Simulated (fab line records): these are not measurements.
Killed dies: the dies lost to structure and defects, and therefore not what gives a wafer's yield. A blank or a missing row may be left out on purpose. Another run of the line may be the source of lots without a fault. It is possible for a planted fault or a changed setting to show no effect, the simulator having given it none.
Lot-split experiment + flow n5 finfet + 21 wafers read from 7 lots, route of 1938 steps

SPLIT DETAILS
At N5_BEOL_M10_COAT_64 (time 60 s, resist thk 30 nm), the setting spin rpm was moved away from the recipe's 1500 rpm on 7 of the 21 wafers read, by -10.8% to +7.8%. This setting was run at the recipe's value on the other wafers.

FROM THE SPLIT TO THE READING: what the file shows between them, 4 steps
- N5_BEOL_M10_COAT_22: resist thk 90 nm (also split here: spin rpm)
- N5_BEOL_M10_EBR_24
- N5_BEOL_M10_SOFTBAKE_23: time 60 s
- N5_BEOL_M10_DESCUM_33: chemistry O2, time 7.9 s

THE READING
etch.depth nm (the simulator's own value, which no gauge read), in nm, at N5_BEOL_M10_ETCH_65 (etches SiARC in CF4, target depth 39 nm, time 65 s). No usual value for it is given in the file. Across the 14 wafers here that went through the recipe, the average is 30.04 nm and the standard deviation 0.08 nm.

| wafer  | tool, chamber at the split | spin rpm as run, rpm | against the recipe | etch.depth nm, nm | against lot-mates on the recipe |
|--------|----------------------------|----------------------|--------------------|-------------------|---------------------------------|
| L074.1 | litho track-01, 0          | 1500                 | recipe             | 30.02             | -                               |
| L074.2 | litho track-01, 0          | 1500                 | recipe             | 30                | -                               |
| L074.6 | litho track-01, 0          | 1500                 | recipe             | 29.97             | -                               |
| L075.1 | litho track-01, 0          | 1500                 | recipe             | 30.08             | -                               |
| L075.4 | litho track-01, 0          | 1500                 | recipe             | 30.05             | -                               |
| L075.5 | litho track-01, 0          | 1500                 | recipe             | 30.01             | -                               |
| L076.2 | litho track-01, 0          | 1617                 | +7.8%              | 28.68             | -1.21                           |
| L076.3 | litho track-01, 0          | 1617                 | +7.8%              | 28.78             | -1.11                           |
| L076.6 | litho track-01, 0          | 1500                 | recipe             | 29.89             | -                               |
| L079.2 | litho track-04, 0          | 1500                 | recipe             | 30.1              | -                               |
| L079.3 | litho track-04, 0          | 1558                 | +3.9%              | 29.45             | -0.65                           |
| L079.4 | litho track-04, 0          | 1558                 | +3.9%              | 29.59             | -0.51                           |
| L080.3 | litho track-04, 0          | 1554                 | +3.6%              | 29.57             | -0.41                           |
| L080.5 | litho track-04, 0          | 1500                 | recipe             | 29.93             | -                               |
| L080.6 | litho track-04, 0          | 1500                 | recipe             | 30.04             | -                               |
| L092.1 | litho track-03, 0          | 1500                 | recipe             | 30.16             | -                               |
| L092.4 | litho track-03, 0          | 1500                 | recipe             | 30.2              | -                               |
| L092.5 | litho track-03, 0          | 1500                 | recipe             | 30.08             | -                               |
| L096.2 | litho track-03, 0          | 1500                 | recipe             | 30.08             | -                               |
| L096.4 | litho track-03, 0          | 1338                 | -10.8%             | 31.88             | +1.80                           |
| L096.6 | litho track-03, 0          | 1338                 | -10.8%             | 31.81             | +1.73                           |

THE FIT
A straight line over all 21 wafers: etch.depth nm changes by -0.164 nm for each +1% of spin rpm; r = -0.99; the points scatter about the line by 0.087 nm.
The same after taking each lot's own level away (the mean of its wafers on the recipe; 21 wafers): -0.157 nm for each +1%; r = -1.00; scatter 0.059 nm.
On that fit, the largest move of spin rpm shifts the reading by 1.7 nm.
The lots' own levels span 29.890 to 30.147 nm, that is 3.2 times the standard deviation above.
The two slopes agree, so the slope changes little with the lot-to-lot level.
Check: with one of the wafers moved furthest among these (-10.8%) left out of the fit, the line predicts +1.67 nm for it against its lot-mates. Against them it came out at +1.8 nm.

OTHER SPLITS APPLIED TO THESE WAFERS
Other splits were also applied to these wafers ahead of the reading. Each is held against what the fit with the lots' levels taken away leaves over:
| other split on the same wafers | wafers away from the commonest value | r with etch.depth nm (lot level and that fit taken away) |
|--------------------------------|--------------------------------------|----------------------------------------------------------|
| N5_BEOL_M8_EXPOSE_08 dose mj   | 5                                    | +0.10                                                    |
| N5_BEOL_M8_ETCH_62 bias w      | 10                                   | +0.21                                                    |
| N5_BEOL_M10_COAT_22 spin rpm   | 5                                    | +0.09                                                    |

THE WHOLE CHAIN: every reading that the file lists as answering this split, in the file's order
| step                | what it does                                       | reading                                                                           | change (the file's fit)               | r (the file's) |
|---------------------|----------------------------------------------------|-----------------------------------------------------------------------------------|---------------------------------------|----------------|
| N5_BEOL_M10_COAT_64 | time 60 s, resist thk 30 nm                        | SiARC_of_BEOL_M10_COAT_64.thk nm (the simulator's own value, which no gauge read) | -0.153 nm for each +1% of the setting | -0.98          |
| N5_BEOL_M10_ETCH_65 | etches SiARC in CF4, target depth 39 nm, time 65 s | etch.depth nm (the simulator's own value, which no gauge read)                    | -0.155 nm for each +1% of the setting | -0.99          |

FILE'S OWN FIT
etch.depth nm changes by -0.155 nm for each +1% of spin rpm, r = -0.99.
